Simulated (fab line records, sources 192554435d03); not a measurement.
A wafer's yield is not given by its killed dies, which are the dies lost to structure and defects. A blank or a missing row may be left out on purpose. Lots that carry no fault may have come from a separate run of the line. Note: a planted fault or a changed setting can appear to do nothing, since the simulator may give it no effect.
Comparing a struck lot with a sound one | flow n5Finfet | 35 out of 1938 route steps
Sound: wafers L101.2, L101.3, L101.4. Wafers L108.1, L108.2, L108.4 were the ones struck. The cause is named last.
At each step with rows: each side's tool, then ch and its chambers, then its first start. Under that, the readings that differ: sound wafers | struck wafers | difference of the means | sigmas: that difference in standard deviations of wafers without a fault.
alike: same words and numbers on both sides, and readings whose means sit less than 2 such deviations apart. not compared: any withheld reading, any reading some wafer has no value for, any bound like >300 that may hide the same value, and any number with overlapping values for which the record gives no deviation.
A row with sigmas, a row that says differs or no value, or rows on one side alone: a step with any of these is where the two part. Non-overlapping numbers with no deviation appear without sigmas and do not part them. A reading missing from all wafers of one side parts the sides only when that side holds two or more wafers.

first, 9 steps without rows for these wafers: N5_MOL_CONTACT_COAG_SOFTBAKE_35 (time 60 s); N5_MOL_CONTACT_COAG_EXPOSE_37 (exposes mask VD, defocus 0 nm); N5_MOL_CONTACT_COAG_PEB_38 (peb time 60 s); N5_MOL_CONTACT_COAG_DEVELOP_39 (develop time 30 s); N5_MOL_CONTACT_COAG_DESCUM_45 (chemistry O2, time 7 s); N5_MOL_CONTACT_COAG_ETCH_65 (etches underlayer in N2/H2, target depth 13 nm, time 10.4 s); N5_MOL_CONTACT_COAG_ETCH_66 (etches SiARC in CF4, target depth 13 nm, time 21.7 s); N5_MOL_CONTACT_COAG_ALD_133 (deposits SiO2, target thk 5 nm, pulse time 1 s, co reactant pulse time 1 s); N5_MOL_CONTACT_COAG_ETCHBACK_134 (etches SiO2 in CHF3, target depth 10 nm, time 6.7 s).
N5_MOL_CONTACT_COAG_ETCH_67: etches SOC in N2/H2, target depth 60 nm, overetch 21 nm, time 101.2 s.
  sound on rieDiel-04 ch 0,2,3, day 5 22:43; struck on rieDiel-04 ch 0,1,3, day 7 23:54
  alike: drypumpMotorCurrentA, n2FlowSccm, oesProductAu, rfVppV, showerheadPlenumPTorr, throttleValvePct
  not compared: rfHoursCounterH
then, 24 steps without rows for these wafers: N5_MOL_CONTACT_COAG_STRIP_68 (strips in N2/H2); N5_MOL_CONTACT_COAG_STRIP_69 (strips in N2/H2); N5_MOL_CONTACT_COAG_ETCHBACK_136 (etches SiO2 in CHF3, target depth 25 nm, time 16.7 s); N5_MOL_CONTACT_COAG_STRIP_120 (strips in CHF3); N5_MOL_CONTACT_COAG_VIA_ETCH_117 (etches SiO2 in C4F6/O2, target depth 40 nm, overetch 8 nm, time 26 s); N5_MOL_CONTACT_COAG_ETCH_124 (etches SiNx in CH3F/O2, stops on SiOC, target depth 6.5 nm); N5_MOL_CONTACT_COAG_ETCH_48 (etches SiOC in C4F6/O2, target depth 15 nm, overetch 4.5 nm, time 17 s); N5_MOL_CONTACT_COAG_STRIP_72 (strips in N2/H2); N5_MOL_CONTACT_COAG_STRIP_49 (strips in N2/H2, time 30 s); N5_MOL_CONTACT_COAG_PRECLEAN_138 (cleans in alkaline clean, time 60 s); N5_MOL_CONTACT_COAG_SRD_139 (time 30 s); N5_MOL_CONTACT_COAG_PRE_CLEAN_121; N5_MOL_CONTACT_COAG_CVD_140 (deposits W, target thk 66.5 nm, time 215 s); N5_MOL_CONTACT_COAG_PRECLEAN_127 (cleans in DIW, time 57.5 s); N5_MOL_CONTACT_COAG_SRD_128 (dry time 32 s); N5_MOL_CONTACT_COAG_CMP_52 (polishes, stops on SiO2, t overpolish 1.5 s, target thk 66.5 nm); N5_MOL_CONTACT_COAG_ANNEAL_112 (time 1800 s); N5_BEOL_M0_SAQP_PECVD_00 (deposits SiCN from 3MS/NH3, target thk 8 nm, time 14 s); N5_BEOL_M0_SAQP_ILD_DEP_01 (deposits SiOC from DEMS/O2, target thk 45.419 nm, time 8.7 s); N5_BEOL_M0_SAQP_HM_DEP_02 (deposits TiN, target thk 12 nm); N5_BEOL_M0_SAQP_PECVD_03 (deposits SiCN from 3MS/NH3, target thk 12 nm, time 21.1 s); N5_BEOL_M0_SAQP_PECVD_96 (deposits a-Si from SiH4/He, target thk 45 nm, time 45.2 s); N5_BEOL_M0_SAQP_PECVD_97 (deposits SiNx from SiH4/NH3/N2, target thk 23 nm, time 19.9 s); N5_BEOL_M0_SAQP_PECVD_04 (deposits a-Si from SiH4/He, target thk 60 nm, time 60.2 s).
-- a jump in the record: the struck wafers' starts before and after are 10 days apart (it breaks off in module BEOL_M0_SAQP and resumes in module PASSIVATION, where the first step shown is number 1936 of the route) --
N5_PASSIVATION_PROBE_49:
  rows exist in the record for the struck wafers here (prober-01, day 17 13:20), but not for the sound ones

WHERE THEY PART
Only at N5_PASSIVATION_PROBE_49, as far as this record shows.

WHY: what had been put in by the simulator
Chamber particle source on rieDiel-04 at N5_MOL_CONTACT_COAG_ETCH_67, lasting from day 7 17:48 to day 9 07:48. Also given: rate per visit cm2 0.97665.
